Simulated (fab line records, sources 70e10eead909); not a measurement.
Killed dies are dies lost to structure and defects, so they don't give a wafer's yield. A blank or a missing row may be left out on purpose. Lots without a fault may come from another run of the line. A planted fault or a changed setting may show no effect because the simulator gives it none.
Chamber matching | flow nand_harc | NHARC_P_M0_DESCUM_14 on rie_diel-02: 4 sister chambers
The step chemistry O2, time 3 s. 42 wafers are shown with their chamber, then 12 later ones without.

WAFERS WITH THEIR CHAMBER
wafer  | chamber | drypump_motor_current_A (A) | showerhead_plenum_p_Torr (Torr) | oes_product_au (a.u.)
L074.2 | 1       | 5.0                         | 2.00                            | 0.992
L074.4 | 2       | 5.3                         | 1.79                            | 1.001
L074.5 | 0       | 5.7                         | 2.01                            | 0.986
L075.2 | 1       | 5.0                         | 2.00                            | 1.016
L075.3 | 2       | 5.3                         | 1.79                            | 1.009
L075.5 | 0       | 5.7                         | 2.01                            | 1.008
L076.1 | 3       | 6.1                         | 2.01                            | 1.008
L076.2 | 0       | 5.7                         | 2.00                            | 1.004
L076.4 | 1       | 5.0                         | 2.00                            | 1.006
L077.2 | 0       | 5.7                         | 2.00                            | 0.995
L077.4 | 1       | 5.0                         | 2.00                            | 1.006
L077.6 | 0       | 5.7                         | 2.00                            | 0.998
L078.2 | 3       | 6.1                         | 2.01                            | 0.984
L078.3 | 0       | 5.7                         | 2.00                            | 1.001
L078.6 | 0       | 5.7                         | 2.00                            | 0.997
L080.3 | 0       | 5.7                         | 2.00                            | 0.996
L080.4 | 1       | 5.0                         | 1.99                            | 1.000
L080.6 | 3       | 6.1                         | 2.01                            | 0.987
L081.1 | 2       | 5.3                         | 1.79                            | 1.012
L081.5 | 2       | 5.3                         | 1.79                            | 1.006
L081.6 | 1       | 5.0                         | 1.99                            | 1.014
L085.2 | 0       | 5.7                         | 2.00                            | 0.992
L085.3 | 2       | 5.3                         | 1.79                            | 0.999
L085.5 | 2       | 5.3                         | 1.79                            | 1.002
L084.4 | 3       | 6.0                         | 2.01                            | 0.998
L084.5 | 0       | 5.7                         | 2.00                            | 1.006
L084.6 | 3       | 6.0                         | 2.01                            | 0.997
L086.2 | 1       | 5.0                         | 1.99                            | 1.002
L086.3 | 3       | 6.1                         | 2.01                            | 0.993
L086.6 | 3       | 6.1                         | 2.01                            | 0.988
L087.3 | 1       | 5.0                         | 1.99                            | 1.002
L087.5 | 0       | 5.7                         | 2.00                            | 0.993
L087.6 | 1       | 5.0                         | 1.99                            | 1.017
L092.1 | 3       | 6.0                         | 2.00                            | 0.991
L092.2 | 0       | 5.7                         | 1.99                            | 0.996
L092.6 | 0       | 5.7                         | 1.99                            | 1.003
L093.2 | 0       | 5.7                         | 1.99                            | 0.988
L093.3 | 2       | 5.3                         | 1.79                            | 1.003
L093.4 | 1       | 5.0                         | 1.99                            | 1.008
L095.1 | 1       | 5.0                         | 1.98                            | 1.016
L095.2 | 3       | 6.1                         | 2.00                            | 0.982
L095.5 | 0       | 5.7                         | 1.99                            | 0.993

SIGNATURES (means of the wafers above)
reading                  | chamber 0 | chamber 1 | chamber 2 | chamber 3 | scatter within a chamber
drypump_motor_current_A  | 5.700     | 5.000     | 5.300     | 6.067     | 0.0229
showerhead_plenum_p_Torr | 1.9987    | 1.9927    | 1.7900    | 2.0078    | 0.00549
oes_product_au           | 0.99707   | 1.00718   | 1.00457   | 0.99200   | 0.007
Rule: a wafer's distance from a chamber is the root of the sum, over the readings, of the square of ((its reading less the chamber's mean) divided by the reading's scatter). The wafer belongs to the nearest chamber; if the next one is less than 2 further off, it can't be placed. The scatter: the root of (the sum of the squares of (reading less its chamber's mean) over the shown wafers, divided by (wafers less chambers)).

WAFERS WITHOUT THEIR CHAMBER
wafer  | drypump_motor_current_A (A) | showerhead_plenum_p_Torr (Torr) | oes_product_au (a.u.)
L094.1 | 5.3                         | 1.79                            | 0.995
L094.2 | 5.0                         | 1.98                            | 1.014
L094.5 | 5.0                         | 1.98                            | 1.012
L096.1 | 6.1                         | 2.00                            | 0.987
L096.3 | 5.3                         | 1.78                            | 0.994
L096.4 | 5.0                         | 1.98                            | 1.020
L097.1 | 5.7                         | 1.99                            | 0.999
L097.3 | 6.1                         | 2.00                            | 0.984
L097.4 | 5.0                         | 1.98                            | 1.015
L097.2 | 5.3                         | 1.78                            | 1.009
L097.5 | 5.3                         | 1.78                            | 0.994
L097.6 | 5.0                         | 1.98                            | 1.013

WHICH CHAMBER EACH WENT THROUGH
wafer  | from the rows above | in truth
L094.1 | 2                   | 2
L094.2 | 1                   | 1
L094.5 | 1                   | 1
L096.1 | 3                   | 3
L096.3 | 2                   | 2
L096.4 | 1                   | 1
L097.1 | 0                   | 0
L097.3 | 3                   | 3
L097.4 | 1                   | 1
L097.2 | 2                   | 2
L097.5 | 2                   | 2
L097.6 | 1                   | 1
Placed correctly: 12 of 12. Can't be placed from these rows: 0. Placed wrongly: 0.
